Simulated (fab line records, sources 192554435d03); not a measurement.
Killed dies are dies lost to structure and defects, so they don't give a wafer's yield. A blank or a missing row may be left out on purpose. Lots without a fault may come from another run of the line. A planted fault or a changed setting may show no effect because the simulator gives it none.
One fault seen from 2 desks | flow n5_finfet | each desk has only its own numbers; what lay behind them comes last

THE METROLOGY DESK
What the gauges read, lot by lot, whatever tool the lot ran on: means of the sampled wafers that have a number. A lot is out of limits, marked OUT, if its mean lies more than 4 standard deviations from the usual mean; the brackets give that distance. Of its 10 readings 7 are shown: those that lie furthest out on some lot.
Columns: A = DIBL_P at N5_BEOL_M4_RC_MEAS_101, usual 37.2 mV/V; B = IOFF_N at N5_BEOL_M4_RC_MEAS_101, usual 0.17 nA/um; C = IOFF_P at N5_BEOL_M4_RC_MEAS_101, usual 0.22 nA/um; D = ION_N at N5_BEOL_M4_RC_MEAS_101, usual 680 uA/um; E = ION_P at N5_BEOL_M4_RC_MEAS_101, usual 464 uA/um; F = SS_N at N5_BEOL_M4_RC_MEAS_101, usual 71.7 mV/dec; G = VT_P at N5_BEOL_M4_RC_MEAS_101, usual -251 mV
lot  | first seen here | A    | B    | C    | D   | E   | F    | G
L559 | day 10 00:01    | 37.2 | 0.20 | 0.27 | 685 | 474 | 72.1 | -246
L561 | day 10 19:36    | 38.2 | 0.19 | 0.23 | 688 | 466 | 71.6 | -249
L563 | day 11 00:50    | 37.4 | 0.18 | 0.22 | 675 | 464 | 71.5 | -250
L564 | day 11 19:14    | 41.1 | 0.21 | 0.25 | 684 | 460 | 72.2 | -250
L573 | day 14 05:52    | 35.3 | 0.15 | 0.21 | 691 | 474 | 71.0 | -251
L575 | day 14 13:37    | 35.4 | 0.17 | 0.22 | 680 | 465 | 71.6 | -246
This desk's finding: nothing out of limits on any of the 6 lots.

THE TOOL OWNER'S DESK: rie_diel-06
The tool's own readings at N5_BEOL_M3_ETCH_41 (etches SiCN in CH3F/O2, target depth 29.9 nm, time 52.5 s): means of the sampled wafers that have a number, for each lot that ran on this tool. A lot is out of limits, marked OUT, if its mean lies more than 4 standard deviations from the usual mean; the brackets give that distance.
Columns: A = drypump_motor_current_A at N5_BEOL_M3_ETCH_41, usual 5.8 A; B = oes_product_au at N5_BEOL_M3_ETCH_41, usual 0.82 a.u.; C = rf_vpp_V at N5_BEOL_M3_ETCH_41, usual 297.7 V; D = showerhead_plenum_p_Torr at N5_BEOL_M3_ETCH_41, usual 2.03 Torr; E = throttle_valve_pct at N5_BEOL_M3_ETCH_41, usual 16.31 %
lot  | first seen here | A   | B    | C     | D    | E
L561 | day 9 20:22     | 5.9 | 0.86 | 298.3 | 2.05 | 16.26
L563 | day 9 23:12     | 5.9 | 1.19 | 299.8 | 2.11 | 16.08
L564 | day 10 15:17    | 5.9 | 0.98 | 297.2 | 2.05 | 16.26
This desk's finding: nothing out of limits on any of the 3 lots.

PUT TOGETHER
The metrology desk saw nothing out of limits.
The tool owner's desk saw nothing out of limits.

WHAT THE SIMULATOR HAD PUT IN
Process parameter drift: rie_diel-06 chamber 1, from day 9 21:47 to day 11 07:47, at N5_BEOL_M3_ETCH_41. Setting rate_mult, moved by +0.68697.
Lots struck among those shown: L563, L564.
